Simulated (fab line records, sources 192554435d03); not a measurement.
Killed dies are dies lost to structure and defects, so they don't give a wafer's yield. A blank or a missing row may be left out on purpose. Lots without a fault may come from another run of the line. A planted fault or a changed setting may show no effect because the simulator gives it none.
fab line records | flow n5_finfet
record lots=7 wafers=21
route steps=1938 shown MOL_CONTACT_COAG@534 BEOL_M0_SAQP@638 BEOL_M0@715 BEOL_M2@858
start_h: hours from the record's first day to the start of the lot's first wafer shown | wait_h: hours since the lot's step before | " the same as in the row above | L1.1+2: a row that stands for several wafers | - no value, or no start given | * or withheld: withheld | < > ~ a bound
route shown NAME@n: a module of which the file shows steps, and the number in the route of the first | usual: mean/standard deviation of fault-free wafers | same: alike in all rows | chamber/n: place in a boat | sites: the reading at each site | _std_site: their standard deviation | _edge_site: outer sites' mean less inner sites' | radius_mm: how far each site lies from the wafer's centre | mask NAME#n: copy n | behind: the tool/chamber that last shaped the wafer | hold: why the lot was held/for how many hours/how that ended | device: the transistor (n, p or np) that didn't switch | end of line: the same wafers' tests at the end of the route | a step without rows: its recipe alone | killed: dies lost to structure and defects at the first sort, not the wafer's yield | map: a wafer's dies, x killed, . not, _ none there
set.NAME: the setting as run; set.NAME@STEP: as run at that earlier step | model.NAME: the simulator's own value behind a step, which no gauge read
lots whose settings were changed on purpose; a table a step, a row a wafer
## steps
# step N5_MOL_CONTACT_COAG_STRIP_108
# recipe chemistry=N2/H2 temp_c=40 n2_flow_sccm=200 h2_flow_sccm=200 rf_frequency_hz=6e+07
# columns lot.wafer tool chamber start_h wait_h set.temp_c
L077.3+5+6 rie_diel-02 1,0,1 105.55 0.0 40
L078.1+2 rie_diel-02 1,3 112.70 0.0 41.44
L078.6 " 1 " " 40
L082.3 rie_diel-06 3 136.24 0.0 40
L082.4+5 " 0 " " 43.62
L090.1+3 rie_diel-01 2,1 182.78 0.0 40
L090.6 " 1 " " 43.42
L092.1+2+6 rie_diel-01 0,1,3 195.22 0.0 40
L094.3+4+6 rie_diel-01 3,2,0 212.11 0.0 36.83
L095.3+6 rie_diel-01 1,3 214.04 0.0 40
L095.5 " 2 " " 37.98
# step N5_MOL_CONTACT_COAG_CONTACT_ETCH_14
# recipe chemistry=C4F6/O2 target=SiO2 target_depth_a=275 overetch_a=85 mask_material=SOC pressure_mtorr=30 source_w=370 bias_w=185 Ar_flow_sccm=300 C4F6_flow_sccm=16 O2_flow_sccm=10 time_s=20 ion_energy_ev=259.6
# step N5_MOL_CONTACT_COAG_STRIP_109
# recipe chemistry=C4F6/O2 resist=SiARC rf_frequency_hz=6e+07
# step N5_MOL_CONTACT_COAG_ETCH_110
# recipe chemistry=CF4/O2 target=Si target_depth_a=25 time_s=8 pressure_mtorr=100 source_w=200 bias_w=12 ion_energy_ev=60 Ar_flow_sccm=100 cf4_flow_sccm=100 O2_flow_sccm=10
# step N5_MOL_CONTACT_COAG_STRIP_98
# recipe chemistry=N2/H2 power_w=500 temp_c=40 pressure_mtorr=50 rf_frequency_hz=6e+07 overash_fraction=0.3 bias_power_w=8 h2_frac=0.5 n2_flow_sccm=300 h2_flow_sccm=300
# step N5_MOL_CONTACT_COAG_CD_MEAS_99
# recipe target_cd_nm=17.2 polarity=opening
# usual cd_nm=17.4/0.35
# columns lot.wafer tool chamber start_h wait_h set.dose_mj@MOL_CONTACT_COAG_EXPOSE_05 cd_nm
L077.3 cd_sem-01 - 105.77 - 38.25 17.7
L077.5 " - " " 35.58 15.8
L077.6 " - " " 35.58 15.5
L078.1 cd_sem-01 - 112.92 - 38.25 17.1
L078.2 " - " " 38.25 17.6
L078.6 " - " " 38.25 17.0
L082.3 cd_sem-03 - 136.46 - 35.55 15.9
L082.4 " - " " 38.25 17.7
L082.5 " - " " 35.55 15.9
L090.1 cd_sem-01 - 183.01 - 40.68 18.3
L090.3 " - " " 40.68 18.6
L090.6 " - " " 38.25 17.5
L092.1 cd_sem-01 - 195.44 - 38.25 17.5
L092.2 " - " " 38.25 17.5
L092.6 " - " " 38.25 17.5
L094.3 cd_sem-01 - 212.34 - 38.25 17.7
L094.4 " - " " 38.25 17.2
L094.6 " - " " 38.25 17.9
L095.3 cd_sem-02 - 214.27 - 38.25 18.2
L095.5 " - " " 38.25 17.5
L095.6 " - " " 38.25 17.7
# step N5_BEOL_M0_SAQP_PECVD_04
# recipe material=a-Si target_thk_a=600 temp_c=350 precursor=SiH4/He pressure_torr=3 rf_w=100 time_s=60.2
# columns lot.wafer tool chamber start_h wait_h set.time_s model.a-Si_of_BEOL_M0_SAQP_PECVD_04.thk_nm
L077.3 pecvd-01 2 125.60 0.0 60.2 58
L077.5 " 0 " " 60.2 59.8
L077.6 " 2 " " 60.2 59.2
L078.1 pecvd-01 0 130.31 0.0 60.2 58.6
L078.2 " 2 " " 54.73 53.2
L078.6 " 2 " " 54.73 54
L082.3 pecvd-02 0 152.75 0.0 60.2 60.4
L082.4 " 0 " " 60.2 61.6
L082.5 " 1 " " 60.2 60
L090.1 pecvd-01 2 201.32 0.0 60.2 59
L090.3 " 0 " " 51.7 49.6
L090.6 " 2 " " 60.2 59.8
L092.1+6 pecvd-04 1,0 215.14 0.0 60.2 60.4
L092.2 " 0 " " 60.2 59.4
L095.3 pecvd-04 2 231.82 0.0 60.2 59.8
L095.5 " 0 " " 68.7 68.6
L095.6 " 2 " " 60.2 60.4
L094.3 pecvd-01 1 236.11 0.0 68.1 66.6
L094.4 " 2 " " 68.1 68.2
L094.6 " 1 " " 60.2 59.8
# step N5_BEOL_M0_SAQP_THK_MEAS_05
# usual thk_nm=59.8/0.87
# columns lot.wafer tool chamber start_h wait_h set.time_s@BEOL_M0_SAQP_PECVD_04 thk_nm
L077.3 film_metro-01 - 125.70 0.1 60.2 58.0
L077.5 " - " " 60.2 59.7
L077.6 " - " " 60.2 59.3
L078.1 film_metro-01 - 130.40 0.1 60.2 58.7
L078.2 " - " " 54.73 53.3
L078.6 " - " " 54.73 54.0
L082.3 film_metro-02 - 152.85 0.1 60.2 60.4
L082.4 " - " " 60.2 61.5
L082.5 " - " " 60.2 60.0
L090.1 film_metro-01 - 201.42 0.1 60.2 59.0
L090.3 " - " " 51.7 49.7
L090.6 " - " " 60.2 59.9
L092.1 film_metro-02 - 215.27 0.1 60.2 60.4
L092.2 " - " " 60.2 59.4
L092.6 " - " " 60.2 60.3
L095.3 film_metro-02 - 231.91 0.1 60.2 59.8
L095.5 " - " " 68.7 68.5
L095.6 " - " " 60.2 60.3
L094.3 film_metro-02 - 236.21 0.1 68.1 66.5
L094.4 " - " " 68.1 68.1
L094.6 " - " " 60.2 59.9
# step N5_BEOL_M0_SAQP_COAT_82
# recipe resist=SiARC temp_c=220 time_s=60 spin_rpm=1500 resist_thk_nm=30
# columns lot.wafer tool chamber start_h wait_h set.spin_rpm model.SiARC_of_BEOL_M0_SAQP_COAT_82.thk_nm
L077.3+6 litho_track-02 0 - - 1500 30
L077.5 " 0 " " 1565 29.4
L078.1 litho_track-02 0 - - 1594 29
L078.2 " 0 " " 1594 29.2
L078.6 " 0 " " 1500 30
L082.3+4+5 litho_track-05 0 - - 1500 30.2
L090.1 litho_track-05 0 - - 1500 30.2
L090.3+6 " 0 " " 1500 30
L092.1+2 litho_track-05 0 - - 1500 30
L092.6 " 0 " " 1500 30.2
L095.3 litho_track-04 0 - - 1500 30.2
L095.5 " 0 " " 1348 31.8
L095.6 " 0 " " 1348 31.6
L094.3+4+6 litho_track-04 0 - - 1500 30
# step N5_BEOL_M0_SAQP_COAT_08
# recipe resist=CAR-ArF spin_rpm=1500 resist_thk_nm=90
# step N5_BEOL_M0_SAQP_EBR_10
# recipe solvent=PGMEA ebr_width_mm=1.5
# step N5_BEOL_M0_SAQP_DESCUM_19
# recipe chemistry=O2 time_s=7.9 source_power_w=50 bias_power_w=20 pressure_mtorr=20 rf_frequency_hz=2.712e+07 temp_c=40 resist=CAR-ArF o2_flow_sccm=225
# step N5_BEOL_M0_SAQP_ETCH_83
# recipe chemistry=CF4 target=SiARC target_depth_a=390 mask_material=CAR-ArF time_s=65 ion_energy_ev=80 pressure_mtorr=40 source_w=545 bias_w=36 Ar_flow_sccm=100 cf4_flow_sccm=100 ends=cleared
# usual etch_rf_on_time_s=64.9/0.91
# columns lot.wafer tool chamber start_h wait_h set.spin_rpm@BEOL_M0_SAQP_COAT_82 etch_rf_on_time_s model.etch.depth_nm model.CAR-ArF_of_BEOL_M0_SAQP_COAT_08.thk_nm
L077.3 rie_diel-04 0 126.57 0.0 1500 64.5 29.97 56
L077.5 " 1 " " 1565 63.3 29.31 56.6
L077.6 " 0 " " 1500 64.7 29.94 56
L078.1 rie_diel-05 0 130.89 0.0 1594 62.8 29.05 56.6
L078.2 " 1 " " 1594 64.3 29.26 56.4
L078.6 " 1 " " 1500 66.2 30.03 55.6
L082.3 rie_diel-03 3 153.77 0.0 1500 64.8 30.21 56
L082.4 " 2 " " 1500 66.2 30.18 56
L082.5 " 2 " " 1500 65.8 30.2 55.6
L090.1 rie_diel-05 3 202.02 0.0 1500 65.4 30.15 55.8
L090.3 " 0 " " 1500 64.2 30.1 56
L090.6 " 3 " " 1500 65.7 30.04 56.4
L092.1 rie_diel-03 3 215.87 0.0 1500 63.2 30.04 55.8
L092.2 " 1 " " 1500 64.9 30.1 55.4
L092.6 " 0 " " 1500 64.8 30.11 55.6
L095.3 rie_diel-05 2 232.61 0.0 1500 63.3 30.11 55
L095.5 " 3 " " 1348 68.8 31.75 53.4
L095.6 " 0 " " 1348 68.3 31.57 53.4
L094.3 rie_diel-03 3 236.69 0.0 1500 62.8 29.98 55.2
L094.4 " 2 " " 1500 64.8 29.98 55.4
L094.6 " 0 " " 1500 64.6 30.03 55.4
# step N5_BEOL_M0_SAQP_ETCH_84
# recipe chemistry=N2/H2 target=SOC target_depth_a=1000 overetch_a=200 mask_material=SiARC temp_c=40 time_s=150 ion_energy_ev=200 pressure_mtorr=30 source_w=840 bias_w=150 n2_flow_sccm=200 h2_flow_sccm=200
# columns lot.wafer tool chamber start_h wait_h set.spin_rpm@BEOL_M0_SAQP_COAT_82 model.SiARC_of_BEOL_M0_SAQP_COAT_82.thk_nm
L077.3 rie_diel-04 0 126.62 0.0 1500 24.4
L077.5 " 1 " " 1565 23.8
L077.6 " 0 " " 1500 24.2
L078.1 rie_diel-05 0 130.94 0.0 1594 23.4
L078.2 " 2 " " 1594 23.6
L078.6 " 2 " " 1500 24.4
L082.3+4+5 rie_diel-03 3,2,2 153.82 0.0 1500 24.4
L090.1+6 rie_diel-05 3 202.07 0.0 1500 24.6
L090.3 " 0 " " 1500 24.4
L092.1 rie_diel-03 3 215.92 0.0 1500 24
L092.2 " 1 " " 1500 24.4
L092.6 " 0 " " 1500 24.2
L095.3 rie_diel-05 2 232.66 0.0 1500 24.4
L095.5 " 3 " " 1348 26.2
L095.6 " 0 " " 1348 26
L094.3 rie_diel-03 3 236.74 0.0 1500 24
L094.4+6 " 2,0 " " 1500 24.2
# step N5_BEOL_M0_SAQP_STRIP_80
# recipe chemistry=N2/H2 temp_c=40 n2_flow_sccm=200 h2_flow_sccm=200 rf_frequency_hz=6e+07
# step N5_BEOL_M0_SAQP_HM_OPEN_112
# recipe chemistry=CHF3/O2 target=SiO2 stop_on=a-Si target_depth_a=120 over_etch_frac=1.25 mask_material=SOC time_s=13.5 pressure_mtorr=30 source_w=650 bias_w=170 Ar_flow_sccm=200 CHF3_flow_sccm=50 O2_flow_sccm=5 ion_energy_ev=200 ends=end_point
# step N5_BEOL_M0_SAQP_STRIP_113
# recipe chemistry=CHF3/O2 resist=SiARC rf_frequency_hz=6e+07
# step N5_BEOL_M0_SAQP_MANDREL_ETCH_20
# recipe target_depth_a=600 chemistry=HBr/Cl2 target=a-Si stop_on=SiNx bt_time_s=10 mask_material=SOC over_etch_frac=0.5 time_s=30 pressure_mtorr=10 icp_w=800 bias_w=75 HBr_flow_sccm=150 Cl2_flow_sccm=80 ends=end_point
# usual oes_product_au=0.772/0.011
# columns lot.wafer tool chamber start_h wait_h set.time_s@BEOL_M0_SAQP_PECVD_04 oes_product_au model.etch.depth_nm
L077.3 rie_si-02 2 126.81 0.0 60.2 0.769 57.96
L077.5 " 1 " " 60.2 0.776 59.71
L077.6 " 0 " " 60.2 0.763 59.25
L078.1 rie_si-06 2 131.13 0.0 60.2 0.774 58.66
L078.2 " 3 " " 54.73 0.721 53.28
L078.6 " 3 " " 54.73 0.731 53.91
L082.3 rie_si-03 2 154.01 0.0 60.2 0.770 60.32
L082.4 " 0 " " 60.2 0.774 61.53
L082.5 " 2 " " 60.2 0.764 59.95
L090.1 rie_si-06 3 202.27 0.0 60.2 0.760 58.98
L090.3 " 1 " " 51.7 0.707 49.63
L090.6 " 1 " " 60.2 0.787 59.82
L092.1 rie_si-03 3 216.11 0.0 60.2 0.791 60.33
L092.2 " 0 " " 60.2 0.758 59.36
L092.6 " 3 " " 60.2 0.776 60.26
L095.3 rie_si-02 2 232.85 0.0 60.2 0.786 59.81
L095.5 " 2 " " 68.7 0.839 68.55
L095.6 " 1 " " 60.2 0.768 60.4
L094.3 rie_si-06 3 236.93 0.0 68.1 0.825 66.46
L094.4 " 2 " " 68.1 0.830 68.16
L094.6 " 2 " " 60.2 0.782 59.85
# step N5_BEOL_M0_SAQP_STRIP_86
# recipe chemistry=N2/H2 power_w=500 temp_c=40 pressure_mtorr=50 rf_frequency_hz=6e+07 overash_fraction=0.3 bias_power_w=28 h2_frac=0.5 n2_flow_sccm=300 h2_flow_sccm=300
# step N5_BEOL_M0_SAQP_STRIP_115
# recipe chemistry=post_etch_residue_remover time_s=60 temp_c=25 remover_ph=withheld remover_water_wt_pct=withheld remover_fluoride_wt_pct=withheld
# step N5_BEOL_M0_SAQP_SRD_93
# recipe dry=ipa_marangoni time_s=30 temp_c=23 rinse_liquid=diw
# step N5_BEOL_M0_SAQP_RECESS_114
# recipe chemistry=HF/NH3 target=SiO2 target_depth_a=144 afs_cycles=3 temp_c=30 sublimation_temp_c=180 sublimation_time_s=60
# step N5_BEOL_M0_SAQP_SPACER1_ALD_98
# recipe material=SiO2 target_thk_a=128 temp_c=300 ald_precursor_family=BDEAS ald_co_reactant=O2-plasma pulse_time_s=1 purge_time_s=2 co_reactant_purge_time_s=2 ald_cycles=138 pressure_torr=2
# columns lot.wafer tool chamber start_h wait_h set.time_s@BEOL_M0_SAQP_PECVD_04 model.a-Si_of_BEOL_M0_SAQP_PECVD_04.thk_nm
L077.3 ald_sin-02 0 127.44 0.2 60.2 57.8
L077.5 " 3 " " 60.2 59.6
L077.6 " 2 " " 60.2 59
L078.1 ald_sin-03 3 132.02 0.5 60.2 58.4
L078.2 " 0 " " 54.73 53.2
L078.6 " 2 " " 54.73 53.8
L082.3 ald_sin-03 2 154.63 0.1 60.2 60.2
L082.4 " 0 " " 60.2 61.4
L082.5 " 0 " " 60.2 59.8
L090.1 ald_sin-04 1 202.88 0.3 60.2 58.8
L090.3 " 0 " " 51.7 49.4
L090.6 " 2 " " 60.2 59.6
L092.1 ald_sin-03 0 216.73 0.3 60.2 60.2
L092.2 " 2 " " 60.2 59.2
L092.6 " 0 " " 60.2 60
L095.3 ald_sin-03 0 233.95 0.6 60.2 59.6
L095.5 " 2 " " 68.7 68.4
L095.6 " 3 " " 60.2 60.2
L094.3 ald_sin-03 2 237.74 0.2 68.1 66.2
L094.4 " 0 " " 68.1 68
L094.6 " 1 " " 60.2 59.6
# step N5_BEOL_M0_ETCH_138
# recipe chemistry=CH3F/O2 target_depth_a=120 target=SiCN time_s=31.6 ion_energy_ev=120 pressure_mtorr=30 source_w=395 bias_w=75 Ar_flow_sccm=150 CH3F_flow_sccm=30 O2_flow_sccm=20 ends=cleared
# usual rf_vpp_V=297.3/1.7
# columns lot.wafer tool chamber start_h wait_h set.source_w rf_vpp_V
L077.3 rie_diel-02 1 132.84 0.0 456.7 281.4
L077.5 " 0 " " 395 297.9
L077.6 " 3 " " 456.7 284.8
L078.1 rie_diel-06 1 136.76 0.0 395 297.3
L078.2 " 2 " " 435.2 288.8
L078.6 " 0 " " 395 299.3
L082.3 rie_diel-06 2 159.11 0.0 348.2 311.9
L082.4 " 0 " " 395 300.3
L082.5 " 0 " " 395 299.8
L090.1 rie_diel-01 3 207.68 0.0 395 295.8
L090.3 " 1 " " 395 297.8
L090.6 " 2 " " 395 297.7
L092.1 rie_diel-02 1 222.85 0.0 395 295.5
L092.2 " 3 " " 395 299.5
L092.6 " 0 " " 395 300.2
L095.3 rie_diel-01 1 238.94 0.0 365.6 302.3
L095.5 " 1 " " 365.6 302.4
L095.6 " 2 " " 395 298.9
L094.3 rie_diel-01 1 243.07 0.0 395 295.2
L094.4 " 0 " " 450.4 284.0
L094.6 " 3 " " 450.4 282.6
# step N5_BEOL_M2_ETCH_74
# recipe chemistry=N2/H2 target=underlayer target_depth_a=65 mask_material=CAR-EUV time_s=5.2 ion_energy_ev=200 pressure_mtorr=30 source_w=840 bias_w=150 n2_flow_sccm=200 h2_flow_sccm=200 ends=cleared
# usual etch_rf_on_time_s=5.16/0.14 rf_vpp_V=523.5/2.7
# columns lot.wafer tool chamber start_h wait_h set.source_w etch_rf_on_time_s rf_vpp_V
L077.3 rie_diel-01 1 147.96 0.0 840 5.21 520.6
L077.5 " 0 " " 840 5.39 522.5
L077.6 " 1 " " 840 5.20 521.3
L078.1 rie_diel-01 0 150.29 0.0 840 5.44 521.8
L078.2 " 3 " " 840 5.22 521.9
L078.6 " 0 " " 840 5.43 522.4
L082.3 rie_diel-06 3 181.48 0.0 840 5.02 520.3
L082.4 " 0 " " 840 4.97 529.1
L082.5 " 3 " " 944 4.56 500.7
L090.1 rie_diel-02 0 230.11 0.0 890.6 4.81 518.1
L090.3 " 3 " " 840 5.13 523.0
L090.6 " 2 " " 890.6 4.85 514.5
L092.1 rie_diel-02 3 237.28 0.0 840 5.12 524.4
L092.2 " 1 " " 840 5.27 523.0
L092.6 " 0 " " 840 5.06 527.4
L095.3 rie_diel-01 2 252.98 0.0 923.3 4.86 509.2
L095.5 " 1 " " 923.3 4.78 504.6
L095.6 " 0 " " 840 5.31 523.3
L094.3 rie_diel-06 2 262.66 0.0 840 5.17 526.0
L094.4 " 1 " " 840 4.94 522.8
L094.6 " 1 " " 897.5 4.70 510.9
## key
split step=N5_MOL_CONTACT_COAG_STRIP_108 setting=temp_c stated=40 by=wafer
response none clear
split step=N5_BEOL_M0_SAQP_PECVD_04 setting=time_s stated=60.2 by=wafer
response step=N5_BEOL_M0_SAQP_PECVD_04 reading=model.a-Si_of_BEOL_M0_SAQP_PECVD_04.thk_nm change=+0.618 per=1% r=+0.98
response step=N5_BEOL_M0_SAQP_THK_MEAS_05 reading=thk_nm change=* per=1% r=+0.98
response step=N5_BEOL_M0_SAQP_MANDREL_ETCH_20 reading=oes_product_au change=+0.00435 per=1% r=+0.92
response step=N5_BEOL_M0_SAQP_MANDREL_ETCH_20 reading=model.etch.depth_nm change=+0.614 per=1% r=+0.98
response step=N5_BEOL_M0_SAQP_SPACER1_ALD_98 reading=model.a-Si_of_BEOL_M0_SAQP_PECVD_04.thk_nm change=+0.614 per=1% r=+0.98
split step=N5_BEOL_M0_SAQP_COAT_82 setting=spin_rpm stated=1500 by=wafer
response step=N5_BEOL_M0_SAQP_COAT_82 reading=model.SiARC_of_BEOL_M0_SAQP_COAT_82.thk_nm change=-0.146 per=1% r=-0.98
response step=N5_BEOL_M0_SAQP_ETCH_83 reading=etch_rf_on_time_s change=* per=1% r=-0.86
response step=N5_BEOL_M0_SAQP_ETCH_83 reading=model.etch.depth_nm change=-0.149 per=1% r=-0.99
response step=N5_BEOL_M0_SAQP_ETCH_83 reading=model.CAR-ArF_of_BEOL_M0_SAQP_COAT_08.thk_nm change=+0.152 per=1% r=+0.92
response step=N5_BEOL_M0_SAQP_ETCH_84 reading=model.SiARC_of_BEOL_M0_SAQP_COAT_82.thk_nm change=-0.156 per=1% r=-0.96
split step=N5_BEOL_M0_ETCH_138 setting=source_w stated=395 by=wafer
response step=N5_BEOL_M0_ETCH_138 reading=rf_vpp_V change=-0.89 per=1% r=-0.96
split step=N5_BEOL_M2_ETCH_74 setting=source_w stated=840 by=wafer
response step=N5_BEOL_M2_ETCH_74 reading=etch_rf_on_time_s change=* per=1% r=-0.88
response step=N5_BEOL_M2_ETCH_74 reading=rf_vpp_V change=-1.77 per=1% r=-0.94
split outside_this_file step=N5_MOL_CONTACT_COAG_EXPOSE_05 setting=dose_mj
# split outside_this_file: this setting was split too, and the file shows its column; the key of that split is in another file
